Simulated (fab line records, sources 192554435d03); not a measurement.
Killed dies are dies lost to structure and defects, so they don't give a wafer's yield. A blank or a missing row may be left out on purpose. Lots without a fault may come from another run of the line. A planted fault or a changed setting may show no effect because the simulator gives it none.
Split-lot experiment | flow n5_finfet | 7 lots, 21 wafers read, on a route of 1938 steps

THE SPLIT
At N5_BEOL_M11_PECVD_70 (deposits SiO2 from TEOS/O2, target thk 20 nm, time 22.7 s), the setting temp_c was moved away from the recipe's 400 C on 7 of the 21 wafers read, by -3.7% to +4.1%. The other wafers ran this setting at the recipe's value.

The reading is taken at the split's own step.

THE READING
SiO2_of_BEOL_M11_PECVD_70.thk_nm (the simulator's own value, which no gauge read), in nm, at N5_BEOL_M11_PECVD_70 (deposits SiO2 from TEOS/O2, target thk 20 nm, time 22.7 s). The file gives no usual value for it. The 14 wafers here that ran the recipe average 19.9 nm, standard deviation 0.36 nm.

wafer  | tool, chamber at the split | temp_c as run, C | against the recipe | SiO2_of_BEOL_M11_PECVD_70.thk_nm, nm | against lot-mates on the recipe
L076.3 | pecvd-04, 1                | 400              | recipe             | 19.2                                 | -
L076.4 | pecvd-04, 2                | 400              | recipe             | 20.2                                 | -
L076.5 | pecvd-04, 1                | 400              | recipe             | 19.8                                 | -
L079.1 | pecvd-01, 0                | 411              | +2.8%              | 18.6                                 | -1.8
L079.3 | pecvd-01, 2                | 400              | recipe             | 20.4                                 | -
L079.5 | pecvd-01, 0                | 411              | +2.8%              | 19                                   | -1.4
L084.1 | pecvd-02, 1                | 400              | recipe             | 19.8                                 | -
L084.2 | pecvd-02, 2,1              | 400              | recipe             | 20.2                                 | -
L084.4 | pecvd-02, 2,1              | 400              | recipe             | 20.2                                 | -
L085.2 | pecvd-04, 0                | 400              | recipe             | 20.2                                 | -
L085.3 | pecvd-04, 2                | 394.3            | -1.4%              | 20.8                                 | +0.5
L085.4 | pecvd-04, 2                | 400              | recipe             | 20.4                                 | -
L086.2 | pecvd-04, 1                | 400              | recipe             | 19.6                                 | -
L086.6 | pecvd-04, 1                | 400              | recipe             | 19.6                                 | -
L086.3 | pecvd-04, 2                | 400              | recipe             | 20                                   | -
L089.1 | pecvd-01, 1                | 385.2            | -3.7%              | 21.2                                 | +1.8
L089.3 | pecvd-01, 2                | 400              | recipe             | 19.4                                 | -
L089.5 | pecvd-01, 1                | 385.2            | -3.7%              | 21.8                                 | +2.4
L092.1 | pecvd-02, 2                | 400              | recipe             | 19.8                                 | -
L092.3 | pecvd-02, 1                | 416.4            | +4.1%              | 17.6                                 | -2.2
L092.4 | pecvd-02, 1                | 416.4            | +4.1%              | 18                                   | -1.8
Where a row lists several chambers, the file gives one row for several wafers and doesn't say which wafer went through which chamber.

THE FIT
A straight line over all 21 wafers: SiO2_of_BEOL_M11_PECVD_70.thk_nm changes by -0.466 nm for each +1% of temp_c; r = -0.94; the points scatter about the line by 0.35 nm.
The same after taking each lot's own level away (the mean of its wafers on the recipe; 21 wafers): -0.531 nm for each +1%; r = -0.97; scatter 0.26 nm.
On that fit, the largest move of temp_c shifts the reading by 2.2 nm.
The lots' own levels span 19.40 to 20.40 nm, that is 2.8 times the standard deviation above.
So the lot-to-lot level changes the slope: the two fits differ.
Check: with one of the wafers moved furthest among these (+4.1%) left out of the fit, the line predicts -2.16 nm for it against its lot-mates. It came out at -2.2 nm against them.

OTHER SPLITS ON THESE WAFERS
These wafers also went through other splits before the reading. Each is held against what the fit with the lots' levels taken away leaves over:
other split on the same wafers | wafers away from the commonest value | r with SiO2_of_BEOL_M11_PECVD_70.thk_nm (lot level and that fit taken away)
N5_BEOL_M9_DEGAS_44 temp_c     | 4                                    | -0.13

THE FILE'S OWN FIT
SiO2_of_BEOL_M11_PECVD_70.thk_nm changes by -0.526 nm for each +1% of temp_c, r = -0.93.
